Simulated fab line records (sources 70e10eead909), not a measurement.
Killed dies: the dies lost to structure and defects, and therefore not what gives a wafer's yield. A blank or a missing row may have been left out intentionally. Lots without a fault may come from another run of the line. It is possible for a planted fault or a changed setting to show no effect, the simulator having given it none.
fab line records	flow nand_harc
[record] lots = 6	wafers = 18	last_day = 32
route steps=1302 shown P_ZERO_WELL@61 P_STI@69 END@1302
lots that met no fault: from a run of the same line without faults
start_h: the number of hours between the record's first day and the start of the first shown wafer of the lot	wait_h: how many hours have passed since the lot's step before this one	" identical to the entry in the row above	L1.1+2: one row covering several wafers at once	- value missing, or start not given	* or withheld: withheld	< > ~ a bound
route shown NAME@n: a module of which the file shows steps, and the number in the route of the first	usual: average and standard deviation across the fault-free wafers	same: alike in all rows	chamber/n: place in a boat	sites: each site's reading	_std_site: the values' standard deviation	_edge_site: the outer-site mean with the inner-site mean subtracted	radius_mm: for every site, how far away it sits from the centre of the wafer	mask NAME#n: copy n	behind: tool/chamber where the wafer was last shaped	hold: what put the lot on hold/how long, in hours/how the hold closed	device: whichever transistor did not switch (one of n, p or np)	end of line: at the end of the route, the tests of the same wafers	for a step that has no rows: nothing shown but its recipe	killed: at the first sort, the dies lost to defects and structure; wafer yield is something else	map: the dies of a wafer, with x for killed, . for not killed, _ for no die there
set.NAME: the setting the step ran with; set.NAME@STEP: the setting that earlier step ran with	model.NAME: the simulator's own value behind a step, which no gauge read
lots at selected steps of the route; one table per step, one row per wafer
services: when a tool's chamber went out of use (start_h, in hours from the record's first day, below 0 if earlier), for how many hours, and the reason
[[steps]]
[step NHARC_P_ZERO_WELL_DESCUM_54]
[recipe] time_s = 3	o2_flow_sccm = 200	ar_flow_sccm = 0	bias_power_w = 0	chemistry = O2
[usual] drypump_motor_current_A = 5.7/0.41	oes_product_au = 0.998/0.0086	rf_vpp_V = 57.6/0.78	showerhead_plenum_p_Torr = 1.91/0.084	throttle_valve_pct = 11.311/0.009
lot.wafer	tool	chamber	start_h	wait_h	drypump_motor_current_A	oes_product_au	rf_hours_counter_h	rf_vpp_V	showerhead_plenum_p_Torr	throttle_valve_pct
L838.2	rie_diel-01	3	36.51	-	6.6	0.995	0	58.5	1.85	11.317
L838.4	"	1	"	"	5.2	1.007	0	56.0	1.83	11.316
L838.5	"	3	"	"	6.6	1.005	-	57.5	1.85	11.317
L839.2	rie_diel-09	3	46.18	-	5.3	1.006	20	57.8	2.03	11.311
L839.3	"	2	"	"	5.6	1.002	22	58.1	1.88	11.305
L839.6	"	3	"	"	5.3	1.004	-	58.3	2.03	11.313
L845.2	rie_diel-04	3	105.93	-	6.3	0.993	36	57.3	1.78	11.308
L845.1	"	0	"	"	5.4	0.983	37	57.7	1.91	11.309
L845.6	"	2	"	"	5.4	0.990	-	58.1	1.97	11.308
L848.2	rie_diel-04	3	136.08	-	6.3	1.004	45	57.0	1.78	11.315
L848.5	"	3	"	"	6.3	1.000	-	57.2	1.78	11.311
L848.6	"	0	"	"	5.4	0.996	-	57.9	1.90	11.303
L858.3	rie_diel-01	3	235.96	-	6.5	0.991	7	57.2	1.83	11.308
L858.1	"	0	"	"	5.8	1.002	7	56.7	1.80	11.310
L858.6	"	1	"	"	5.2	0.999	-	57.3	1.81	11.319
L859.1	rie_diel-09	2	245.82	-	5.5	1.004	30	57.9	1.86	11.295
L859.3	"	3	"	"	5.3	1.004	29	57.2	2.01	11.303
L859.5	"	0	"	"	5.2	0.986	-	57.1	1.90	11.301
[step NHARC_P_ZERO_WELL_IMPLANT_55]
[recipe] energy_kev = 180	dose_cm2 = 8e+11	tilt_deg = 7
[step NHARC_P_ZERO_WELL_IMPLANT_61]
[recipe] energy_kev = 30	dose_cm2 = 5e+11	tilt_deg = 7
[step NHARC_P_ZERO_WELL_STRIP_56]
[recipe] time_s = 840	temp_c = 130	chemistry = SPM
[step NHARC_P_ZERO_WELL_PRECLEAN_68]
[recipe] time_s = 60	temp_c = 50	bath_age_min = 0	chemistry = SC1
[step NHARC_P_ZERO_WELL_SRD_69]
[step NHARC_P_ZERO_WELL_RTA_42]
[recipe] temp_c = 1100	time_s = 300
[step NHARC_P_ZERO_WELL_INSPECT_43]
[usual] raw_defect_count = 14/6.9
lot.wafer	tool	chamber	start_h	wait_h	raw_defect_count
L838.2	defect_inspect-01	-	38.14	0.5	17
L838.4	"	-	"	"	19
L838.5	"	-	"	"	19
L839.2	defect_inspect-02	-	47.84	0.5	14
L839.3	"	-	"	"	15
L839.6	"	-	"	"	16
L845.1	defect_inspect-02	-	107.56	0.6	9
L845.2	"	-	"	"	10
L845.6	"	-	"	"	7
L848.2	defect_inspect-02	-	137.73	0.5	6
L848.5	"	-	"	"	16
L848.6	"	-	"	"	13
L858.1	defect_inspect-02	-	237.59	0.6	18
L858.3	"	-	"	"	18
L858.6	"	-	"	"	16
L859.1	defect_inspect-01	-	247.46	0.6	10
L859.3	"	-	"	"	12
L859.5	"	-	"	"	8
[step NHARC_P_STI_ETCH_26]
[recipe] target_depth_a = 110	chemistry = dHF	material = SiO2
[step NHARC_P_STI_PRECLEAN_27]
[recipe] time_s = *	temp_c = 50	bath_age_min = 0	chemistry = SC1
[step NHARC_P_STI_SRD_28]
[step NHARC_P_STI_OXIDE_29]
[recipe] target_thk_a = 100	temp_c = 900	ox_time_s = 1362	material = SiO2
[step NHARC_P_STI_HM_DEP_30]
[recipe] target_thk_a = 800	temp_c = 790	pressure_mtorr = 300	time_s = 873	material = Si3N4
lot.wafer	tool	chamber	start_h	wait_h
L838.2+4+5	lpcvd-02	0	49.56	3.5
L839.2+3+6	lpcvd-01	1	61.46	5.4
L845.1+2+6	lpcvd-02	0	119.64	3.5
L848.2+5+6	lpcvd-02	0	148.84	3.5
L858.1+3+6	lpcvd-02	1	250.09	3.5
L859.1+3+5	lpcvd-02	0	261.27	3.5
[step NHARC_P_STI_DEHYDRATE_01]
[recipe] temp_c = 150	time_s = 120
[step NHARC_P_STI_HMDS_02]
[recipe] time_s = 30
[step NHARC_P_STI_COAT_41]
[recipe] temp_c = 200	time_s = 65
[step NHARC_P_STI_COAT_03]
[recipe] spin_rpm = 2000	resist_thk_nm = 600
[step NHARC_P_STI_SOFTBAKE_04]
[recipe] temp_c = 125	time_s = 70
[step NHARC_P_STI_EBR_05]
[step NHARC_P_STI_EXPOSE_06]
[recipe] na = 0.55	target_cd_nm = 200	dose_mj = 37.69	mask_id = P_STI
[step NHARC_P_STI_PEB_07]
[recipe] peb_temp_c = 128	peb_time_s = 80
[step NHARC_P_STI_DEVELOP_08]
[recipe] time_s = 50	dev_temp_c = 22
[step NHARC_P_STI_CD_MEAS_09]
[recipe] target_cd_nm = 200	landing_energy_ev = 500
[usual] cd_nm = 200.6/1.7
lot.wafer	tool	chamber	start_h	wait_h	cd_nm
L838.2	cd_sem-03	0	55.28	-	197.1
L838.4	"	0	"	"	200.1
L838.5	"	0	"	"	200.8
L839.2	cd_sem-01	0	67.25	-	197.9
L839.3	"	0	"	"	197.8
L839.6	"	0	"	"	199.5
L845.1	cd_sem-02	0	125.29	-	200.7
L845.2	"	0	"	"	199.5
L845.6	"	0	"	"	199.1
L848.2	cd_sem-01	0	152.95	-	200.5
L848.5	"	0	"	"	200.7
L848.6	"	0	"	"	201.0
L858.1	cd_sem-02	0	254.22	-	199.6
L858.3	"	0	"	"	200.4
L858.6	"	0	"	"	199.2
L859.1	cd_sem-03	0	265.32	-	199.8
L859.3	"	0	"	"	202.1
L859.5	"	0	"	"	201.4
[step NHARC_P_STI_OVL_MEAS_10]
[usual] overlay_x_nm = 0/5.2	overlay_y_nm = 0/5.5
lot.wafer	tool	chamber	start_h	wait_h	overlay_x_nm	overlay_y_nm
L838.2	overlay-02	-	55.36	-	-3	5
L838.4	"	-	"	"	-2	5
L838.5	"	-	"	"	-3	5
L839.2	overlay-01	-	67.33	-	-9	-9
L839.3	"	-	"	"	-9	-8
L839.6	"	-	"	"	-10	-9
L845.1	overlay-01	-	125.38	-	9	-6
L845.2	"	-	"	"	9	-5
L845.6	"	-	"	"	9	-5
L848.2	overlay-01	-	153.04	-	1	6
L848.5	"	-	"	"	1	5
L848.6	"	-	"	"	1	6
L858.1	overlay-01	-	254.31	-	-5	0
L858.3	"	-	"	"	-5	0
L858.6	"	-	"	"	-5	0
L859.1	overlay-02	-	265.41	-	1	2
L859.3	"	-	"	"	1	2
L859.5	"	-	"	"	1	2
[step NHARC_P_STI_INSPECT_11]
[usual] raw_defect_count = 5.4/2.7
lot.wafer	tool	chamber	start_h	wait_h	raw_defect_count
L838.2	defect_inspect-01	-	55.40	0.0	14
L838.4	"	-	"	"	7
L838.5	"	-	"	"	11
L839.2	defect_inspect-02	-	67.37	0.0	4
L839.3	"	-	"	"	2
L839.6	"	-	"	"	8
L845.1	defect_inspect-02	-	125.42	0.0	3
L845.2	"	-	"	"	4
L845.6	"	-	"	"	5
L848.2	defect_inspect-01	-	153.08	0.0	3
L848.5	"	-	"	"	11
L848.6	"	-	"	"	3
L858.1	defect_inspect-01	-	254.35	0.0	10
L858.3	"	-	"	"	8
L858.6	"	-	"	"	7
L859.1	defect_inspect-01	-	265.45	0.0	2
L859.3	"	-	"	"	3
L859.5	"	-	"	"	1
[step NHARC_P_STI_HARDBAKE_13]
[recipe] temp_c = 118	time_s = 65
[step NHARC_P_STI_DESCUM_14]
[recipe] time_s = 3	o2_flow_sccm = 200	ar_flow_sccm = 0	bias_power_w = 0	chemistry = O2
[usual] drypump_motor_current_A = 5.6/0.43	oes_product_au = 1.000/0.0069	rf_vpp_V = 57.8/0.88	showerhead_plenum_p_Torr = 1.91/0.069	throttle_valve_pct = 11.311/0.0092
lot.wafer	tool	chamber	start_h	wait_h	drypump_motor_current_A	oes_product_au	rf_hours_counter_h	rf_vpp_V	showerhead_plenum_p_Torr	throttle_valve_pct
L838.2	rie_diel-12	0	55.53	-	5.4	0.998	6.4	58.8	1.91	11.311
L838.4	"	2	"	"	5.2	0.996	6.5	57.2	1.85	11.292
L838.5	"	0	"	"	5.4	0.997	-	58.3	1.91	11.315
L839.3	rie_diel-05	0	67.50	-	5.3	1.005	0.1	57.3	2.02	11.305
L839.2	"	2	"	"	5.6	0.997	0.1	57.1	1.79	11.326
L839.6	"	0	"	"	5.2	0.999	-	59.7	2.02	11.306
L845.1	rie_diel-05	1	125.56	-	5.2	1.007	3.5	59.4	1.99	11.300
L845.2	"	3	"	"	6.2	1.005	4.1	56.2	1.93	11.300
L845.6	"	3	"	"	6.3	1.006	-	57.7	1.93	11.314
L848.2	rie_diel-08	2	153.23	-	5.7	0.998	10.1	57.5	1.86	11.303
L848.6	"	0	"	"	5.2	0.990	-	57.8	2.03	11.310
L848.5	"	1	"	"	5.9	0.992	-	56.8	1.81	11.315
L858.1	rie_diel-08	2	254.49	-	5.7	1.011	4.8	57.6	1.85	11.307
L858.3	"	3	"	"	5.5	1.011	4.6	58.2	1.88	11.307
L858.6	"	2	"	"	5.7	1.003	-	56.9	1.85	11.301
L859.3	rie_diel-12	3	265.58	-	6.5	0.992	8.2	57.0	1.90	11.301
L859.1	"	2	"	"	5.2	0.987	7.3	59.1	1.85	11.311
L859.5	"	3	"	"	6.5	1.004	-	58.2	1.90	11.327
[step NHARC_P_STI_ETCH_42]
[recipe] target_depth_a = 800	overetch_a = 240	time_s = 61	ion_energy_ev = 200	n2_flow_sccm = 150	h2_flow_sccm = 150	ar_flow_sccm = 0	rf_w = 400	bias_w = 150	chemistry = N2/H2
[step NHARC_P_STI_ETCH_31]
[recipe] target_depth_a = 1089	time_s = 54.5	cf4_flow_sccm = 100	chf3_flow_sccm = 30	ar_flow_sccm = 0	rf_w = 500	bias_w = 200	chemistry = CF4/CHF3
[usual] drypump_motor_current_A = 5.6/0.41	oes_product_au = 0.963/0.015	rf_vpp_V = 370.7/2.1	showerhead_plenum_p_Torr = 1.57/0.056	throttle_valve_pct = 16.802/0.0096
lot.wafer	tool	chamber	start_h	wait_h	drypump_motor_current_A	oes_product_au	rf_hours_counter_h	rf_vpp_V	showerhead_plenum_p_Torr	throttle_valve_pct
L838.4	rie_diel-12	3	-	-	6.4	0.967	6.3	370.6	1.57	16.799
L838.2	"	1	"	"	5.7	0.945	5.1	373.7	1.60	16.801
L838.5	"	0	"	"	5.4	0.966	-	371.9	1.57	16.780
L839.3	rie_diel-05	0	-	-	5.3	0.972	0.2	372.9	1.66	16.811
L839.2	"	2	"	"	5.6	0.976	0.2	367.2	1.48	16.790
L839.6	"	1	"	"	5.2	0.958	-	372.7	1.63	16.801
L845.1	rie_diel-05	0	-	-	5.3	0.964	3.9	372.5	1.65	16.789
L845.2	"	1	"	"	5.2	0.960	3.6	373.6	1.63	16.788
L845.6	"	0	"	"	5.2	0.963	-	375.2	1.65	16.792
L848.2	rie_diel-08	2	-	-	5.7	0.970	10.1	369.9	1.53	16.805
L848.5	"	1	"	"	5.9	0.952	-	367.2	1.49	16.807
L848.6	"	2	"	"	5.7	0.970	-	368.7	1.53	16.814
L858.3	rie_diel-08	0	-	-	5.2	0.974	4.8	373.5	1.67	16.807
L858.1	"	2	"	"	5.7	0.954	4.8	369.7	1.53	16.778
L858.6	"	3	"	"	5.5	0.980	-	369.0	1.55	16.791
L859.3	rie_diel-12	2	-	-	5.2	0.971	7.3	368.8	1.52	16.805
L859.1	"	3	"	"	6.4	0.954	8.3	371.0	1.57	16.805
L859.5	"	3	"	"	6.4	0.965	-	373.2	1.57	16.796
[step NHARC_P_STI_ETCH_15]
[recipe] target_depth_a = 3000	taper_deg = 4	time_s = 100.1	hbr_flow_sccm = 150	cl2_flow_sccm = 50	rf_w = 400	icp_w = 400	bias_w = 100	chemistry = HBr/Cl2
[usual] drypump_motor_current_A = 5.5/0.35	oes_product_au = 1.000/0.0073	throttle_valve_pct = 26.405/0.0085
lot.wafer	tool	chamber	start_h	wait_h	drypump_motor_current_A	oes_product_au	rf_hours_counter_h	throttle_valve_pct
L838.4	rie_si-04	1	55.83	-	5.9	0.994	0.4	26.411
L838.2	"	2	"	"	5.1	1.004	0.5	26.397
L838.5	"	1	"	"	5.9	1.011	-	26.405
L839.2	rie_si-03	1	67.80	-	5.8	1.006	0.1	26.407
L839.3	"	2	"	"	5.1	1.011	0.1	26.415
L839.6	"	0	"	"	5.5	1.009	-	26.403
L845.2	rie_si-03	0	125.88	-	5.5	1.002	0.4	26.400
L845.1	"	1	"	"	5.9	0.998	0.5	26.405
L845.6	"	0	"	"	5.5	0.995	-	26.396
L848.2	rie_si-02	0	153.52	-	5.4	1.002	0.2	26.407
L848.6	"	2	"	"	5.9	0.995	-	26.398
L848.5	"	3	"	"	5.9	1.002	-	26.393
L858.1	rie_si-04	1	254.76	-	5.9	0.991	0.6	26.407
L858.3	"	0	"	"	5.4	0.998	0.5	26.427
L858.6	"	2	"	"	5.2	0.985	-	26.418
L859.1	rie_si-04	1	265.90	-	5.9	1.007	0.7	26.407
L859.3	"	0	"	"	5.5	1.005	0.5	26.401
L859.5	"	2	"	"	5.2	1.000	-	26.407
[step NHARC_P_STI_CD_MEAS_16]
[usual] cd_nm = 200.2/1.8
lot.wafer	tool	chamber	start_h	wait_h	cd_nm
L838.2	cd_sem-03	-	55.99	-	196.8
L838.4	"	-	"	"	200.0
L838.5	"	-	"	"	201.1
L839.2	cd_sem-03	-	67.95	-	197.4
L839.3	"	-	"	"	197.5
L839.6	"	-	"	"	199.0
L845.1	cd_sem-03	-	126.03	-	200.1
L845.2	"	-	"	"	198.4
L845.6	"	-	"	"	198.9
L848.2	cd_sem-03	-	153.65	-	199.9
L848.5	"	-	"	"	199.8
L848.6	"	-	"	"	199.4
L858.1	cd_sem-02	-	254.92	-	199.0
L858.3	"	-	"	"	200.5
L858.6	"	-	"	"	198.7
L859.1	cd_sem-02	-	266.06	-	198.2
L859.3	"	-	"	"	201.8
L859.5	"	-	"	"	201.7
[step NHARC_P_STI_OCD_MEAS_17]
[usual] trench_foot_cd_nm = 158.6/1.8
lot.wafer	tool	chamber	start_h	wait_h	trench_foot_cd_nm
L838.2	ocd-01	-	56.08	0.1	154.4
L838.4	"	-	"	"	158.2
L838.5	"	-	"	"	157.7
L839.2	ocd-02	-	68.04	0.1	155.3
L839.3	"	-	"	"	155.5
L839.6	"	-	"	"	157.4
L845.1	ocd-01	-	126.11	0.1	158.8
L845.2	"	-	"	"	157.5
L845.6	"	-	"	"	157.7
L848.2	ocd-01	-	153.74	0.1	158.4
L848.5	"	-	"	"	159.2
L848.6	"	-	"	"	159.3
L858.1	ocd-02	-	255.01	0.1	157.6
L858.3	"	-	"	"	158.8
L858.6	"	-	"	"	157.2
L859.1	ocd-01	-	266.15	0.1	157.6
L859.3	"	-	"	"	160.2
L859.5	"	-	"	"	159.5
[step NHARC_P_STI_STRIP_19]
[recipe] time_s = 900	temp_c = 130	chemistry = SPM
[step NHARC_P_STI_PRECLEAN_32]
[recipe] time_s = *	temp_c = 50	bath_age_min = 0	chemistry = SC1
[step NHARC_P_STI_SRD_23]
[step NHARC_P_STI_OCD_MEAS_43]
[usual] trench_foot_cd_nm = 158.5/1.8
lot.wafer	tool	chamber	start_h	wait_h	trench_foot_cd_nm
L838.2	ocd-02	-	56.61	-	154.7
L838.4	"	-	"	"	158.1
L838.5	"	-	"	"	158.3
L839.2	ocd-01	-	68.55	-	155.3
L839.3	"	-	"	"	155.6
L839.6	"	-	"	"	156.8
L845.1	ocd-02	-	126.63	-	158.4
L845.2	"	-	"	"	157.7
L845.6	"	-	"	"	157.7
L848.2	ocd-02	-	154.26	-	157.8
L848.5	"	-	"	"	159.0
L848.6	"	-	"	"	158.3
L858.1	ocd-01	-	255.52	-	157.2
L858.3	"	-	"	"	158.9
L858.6	"	-	"	"	157.7
L859.1	ocd-02	-	266.66	-	157.7
L859.3	"	-	"	"	160.0
L859.5	"	-	"	"	159.2
[step NHARC_P_STI_OXIDE_33]
[recipe] target_thk_a = 100	temp_c = 1000	ox_time_s = 281	material = SiO2
[step NHARC_P_STI_HDPCVD_20]
[recipe] target_thk_a = withheld	sigma_open_frac = withheld	material = SiO2
[step NHARC_P_STI_ANNEAL_34]
[recipe] temp_c = 1000	time_s = 1800
[step NHARC_P_STI_CMP_21]
[recipe] t_overpolish_s = 20	target_thk_nm = 380.67
[usual] motor_current_A = 11.9/1.1	overpolish_run_s = 19.999/0.0091
lot.wafer	tool	chamber	start_h	wait_h	motor_current_A	overpolish_run_s
L838.4	cmp-04	3	74.17	0.4	10.1	20.007
L838.2	"	0	"	"	11.7	19.996
L838.5	"	2	"	"	10.1	19.997
L839.2	cmp-04	1	87.82	0.4	11.6	19.998
L839.3	"	3	"	"	11.3	20.003
L839.6	"	0	"	"	11.6	19.983
L845.2	cmp-03	3	146.39	0.4	12.8	19.986
L845.1	"	1	"	"	11.5	19.999
L845.6	"	3	"	"	12.4	20.006
L848.2	cmp-04	2	171.03	0.4	9.7	20.018
L848.5	"	2	"	"	10.1	19.988
L848.6	"	3	"	"	9.9	19.995
L858.3	cmp-03	3	275.29	0.4	12.3	20.001
L858.1	"	2	"	"	11.6	19.993
L858.6	"	0	"	"	12.0	20.000
L859.3	cmp-02	0	288.27	0.4	13.4	19.992
L859.1	"	1	"	"	13.3	19.982
L859.5	"	3	"	"	11.5	19.994
[step NHARC_P_STI_SRD_35]
[step NHARC_END_SORT_01]
[recipe] temp_c = 25
[usual] killed_at_array = 56/20	killed_at_other = 1/1.3	killed_at_periphery = 3.5/2.7	killed_dies = 60/20	killed_open = 3.3/1.6	killed_short = 2.4/1.5
[same] gross_dies = 677
lot.wafer	tool	chamber	start_h	wait_h	killed_at_array	killed_at_other	killed_at_periphery	killed_dies	killed_open	killed_short
L845.1	prober-01	0	631.95	2.5	60	0	617	677	5	2
L845.2	prober-01	0	632.75	2.8	71	0	606	677	4	1
L845.6	prober-01	0	635.97	4.0	64	3	610	677	2	1
L848.2	prober-01	0	656.01	2.8	51	1	625	677	2	2
L848.5	prober-01	0	658.45	3.7	48	2	627	677	1	5
L848.6	prober-01	0	659.26	4.1	60	0	617	677	2	1
// killed by level:class
L845.1 P_STI:area_dep=617 A_SLIT:chamber_film_flake=28 A_CHANNEL_HOLE_D2:chamber_film_flake=21 A_M0:geometric_particle:open=3 A_CONTACT:geometric_particle:open=2 A_CHANNEL_HOLE_D1:chamber_film_flake=2 A_ONON_D1:geometric_particle:short=1 A_WL_FILL:geometric_particle:short=1
L845.2 P_STI:area_dep=603 A_CHANNEL_HOLE_D2:chamber_film_flake=35 A_SLIT:chamber_film_flake=21 A_CONTACT:chamber_film_flake=3 A_M0:geometric_particle:open=2 A_CHANNEL_HOLE_D1:chamber_film_flake=2 A_CHANNEL_FILL_D2:chamber_film_flake=2 A_CHANNEL_HOLE_D1:geometric_particle:open=1
L845.6 P_STI:area_dep=608 A_SLIT:chamber_film_flake=30 A_CHANNEL_HOLE_D2:chamber_film_flake=27 THIN_TSV:chamber_film_flake=3 P_GATE:chamber_film_flake=2 A_STAIRCASE:chamber_film_flake=2 A_ONON_D1:geometric_particle:open=1 A_ONON_D2:geometric_particle:short=1
L848.2 P_STI:area_dep=623 A_CHANNEL_HOLE_D2:chamber_film_flake=23 A_CHANNEL_HOLE_D1:chamber_film_flake=16 A_STAIRCASE:chamber_film_flake=3 A_CONTACT:chamber_film_flake=3 P_STI:chamber_film_flake=2 A_SOURCE_PLATE:geometric_particle:short=1 A_ONON_D2:geometric_particle:open=1
L848.5 P_STI:area_dep=624 A_CHANNEL_HOLE_D2:chamber_film_flake=20 A_CHANNEL_HOLE_D1:chamber_film_flake=19 A_SGD_CUT:geometric_particle:short=2 A_STAIRCASE:chamber_film_flake=2 THIN_TSV:chamber_film_flake=2 P_M1:geometric_particle:short=1 A_CHANNEL_HOLE_D1:geometric_particle:open=1
L848.6 P_STI:area_dep=615 A_CHANNEL_HOLE_D1:chamber_film_flake=33 A_CHANNEL_HOLE_D2:chamber_film_flake=21 A_STAIRCASE:chamber_film_flake=3 P_GATE:geometric_particle:open=1 A_ONON_D1:geometric_particle:short=1 A_M0:geometric_particle:open=1 P_STI:chamber_film_flake=1
// map L845.1 (x killed, . not)
____________x____________
_________xxxxxxx_________
_______xxxxxxxxxxx_______
______xxxxxxxxxxxxx______
_____xxxxxxxxxxxxxxx_____
____xxxxxxxxxxxxxxxxx____
____xxxxxxxxxxxxxxxxx____
___xxxxxxxxxxxxxxxxxxx___
___xxxxxxxxxxxxxxxxxxx___
__xxxxxxxxxxxxxxxxxxxxx__
__xxxxxxxxxxxxxxxxxxxxx__
_xxxxxxxxxxxxxxxxxxxxxxx_
_xxxxxxxxxxxxxxxxxxxxxxx_
_xxxxxxxxxxxxxxxxxxxxxxx_
_xxxxxxxxxxxxxxxxxxxxxxx_
_xxxxxxxxxxxxxxxxxxxxxxx_
xxxxxxxxxxxxxxxxxxxxxxxxx
xxxxxxxxxxxxxxxxxxxxxxxxx
xxxxxxxxxxxxxxxxxxxxxxxxx
xxxxxxxxxxxxxxxxxxxxxxxxx
xxxxxxxxxxxxxxxxxxxxxxxxx
_xxxxxxxxxxxxxxxxxxxxxxx_
_xxxxxxxxxxxxxxxxxxxxxxx_
_xxxxxxxxxxxxxxxxxxxxxxx_
_xxxxxxxxxxxxxxxxxxxxxxx_
_xxxxxxxxxxxxxxxxxxxxxxx_
__xxxxxxxxxxxxxxxxxxxxx__
__xxxxxxxxxxxxxxxxxxxxx__
___xxxxxxxxxxxxxxxxxxx___
___xxxxxxxxxxxxxxxxxxx___
____xxxxxxxxxxxxxxxxx____
____xxxxxxxxxxxxxxxxx____
_____xxxxxxxxxxxxxxx_____
______xxxxxxxxxxxxx______
_______xxxxxxxxxxx_______
_________xxxxxxx_________
____________x____________
// map L848.2 (x killed, . not)
____________x____________
_________xxxxxxx_________
_______xxxxxxxxxxx_______
______xxxxxxxxxxxxx______
_____xxxxxxxxxxxxxxx_____
____xxxxxxxxxxxxxxxxx____
____xxxxxxxxxxxxxxxxx____
___xxxxxxxxxxxxxxxxxxx___
___xxxxxxxxxxxxxxxxxxx___
__xxxxxxxxxxxxxxxxxxxxx__
__xxxxxxxxxxxxxxxxxxxxx__
_xxxxxxxxxxxxxxxxxxxxxxx_
_xxxxxxxxxxxxxxxxxxxxxxx_
_xxxxxxxxxxxxxxxxxxxxxxx_
_xxxxxxxxxxxxxxxxxxxxxxx_
_xxxxxxxxxxxxxxxxxxxxxxx_
xxxxxxxxxxxxxxxxxxxxxxxxx
xxxxxxxxxxxxxxxxxxxxxxxxx
xxxxxxxxxxxxxxxxxxxxxxxxx
xxxxxxxxxxxxxxxxxxxxxxxxx
xxxxxxxxxxxxxxxxxxxxxxxxx
_xxxxxxxxxxxxxxxxxxxxxxx_
_xxxxxxxxxxxxxxxxxxxxxxx_
_xxxxxxxxxxxxxxxxxxxxxxx_
_xxxxxxxxxxxxxxxxxxxxxxx_
_xxxxxxxxxxxxxxxxxxxxxxx_
__xxxxxxxxxxxxxxxxxxxxx__
__xxxxxxxxxxxxxxxxxxxxx__
___xxxxxxxxxxxxxxxxxxx___
___xxxxxxxxxxxxxxxxxxx___
____xxxxxxxxxxxxxxxxx____
____xxxxxxxxxxxxxxxxx____
_____xxxxxxxxxxxxxxx_____
______xxxxxxxxxxxxx______
_______xxxxxxxxxxx_______
_________xxxxxxx_________
____________x____________
[[services]]
tool	chamber	start_h	hours	kind
rie_diel-08	-	13.81	9.0	pm
cmp-04	-	14.15	4.0	pm
rie_diel-12	1	16.40	15.4	repair
rie_diel-05	0	39.43	1.5	repair
rie_diel-05	-	52.60	9.0	pm
cmp-04	-	57.53	12.1	repair
cmp-04	-	74.89	1.6	repair
rie_diel-12	-	91.40	9.0	pm
cmp-04	-	94.44	0.5	repair
rie_diel-05	1	109.30	8.1	repair
cmp-04	-	112.15	4.0	pm
rie_diel-05	2	115.93	28.8	repair
rie_si-04	3	136.62	3.7	repair
rie_diel-12	3	160.86	2.2	repair
rie_si-04	1	160.91	5.0	repair
rie_si-04	-	165.00	9.0	pm
rie_diel-08	-	190.81	9.0	pm
cmp-04	-	192.07	1.0	repair
cmp-04	-	210.15	4.0	pm
rie_diel-05	-	229.60	9.0	pm
rie_diel-08	-	233.14	0.8	repair
rie_diel-12	0	251.52	10.3	repair
rie_diel-12	2	253.54	4.0	repair
rie_diel-12	-	268.40	9.0	pm
[[key]]
[first_sign] step = NHARC_END_SORT_01	reading = killed_at_periphery	direction = up	sigmas = 99+	usual = 3.5	struck = 617
[effect] step = NHARC_END_SORT_01	reading = killed_dies	direction = up	sigmas = 30	usual = 60	struck = 677
[more_kills_born_at] NHARC_P_STI_HM_DEP_30@lpcvd-02 = 3690
met_at NHARC_P_STI_HM_DEP_30
struck_wafers L845.1,L845.2,L845.6,L848.2,L848.5,L848.6
later_rows_left_out L845.1,L845.2,L845.6,L848.2,L848.5,L848.6
tester_left_out L845,L848
onset_between 49.56 119.64
also_fits NHARC_P_ZERO_WELL_DESCUM_54:rie_diel-04
[fault] kind = process_parameter_drift	tool = lpcvd-02	chamber = -	onset_h = 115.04	steps = NHARC_P_STI_HM_DEP_30	channel = target_thk_a	offset = *	shape = step	end_h = 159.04	acts_in = *	stated = *
// tester_left_out: of these lots the tester's yield and bins aren't shown, on N5 and GAA mostly nor the transistor test; their killed dies are dies lost to structure and defects alone, not to doping, threshold or leakage, so they don't give the yield
// later_rows_left_out: the simulator's readings of these wafers behind a module that went badly wrong aren't trusted and aren't shown, but for the sort
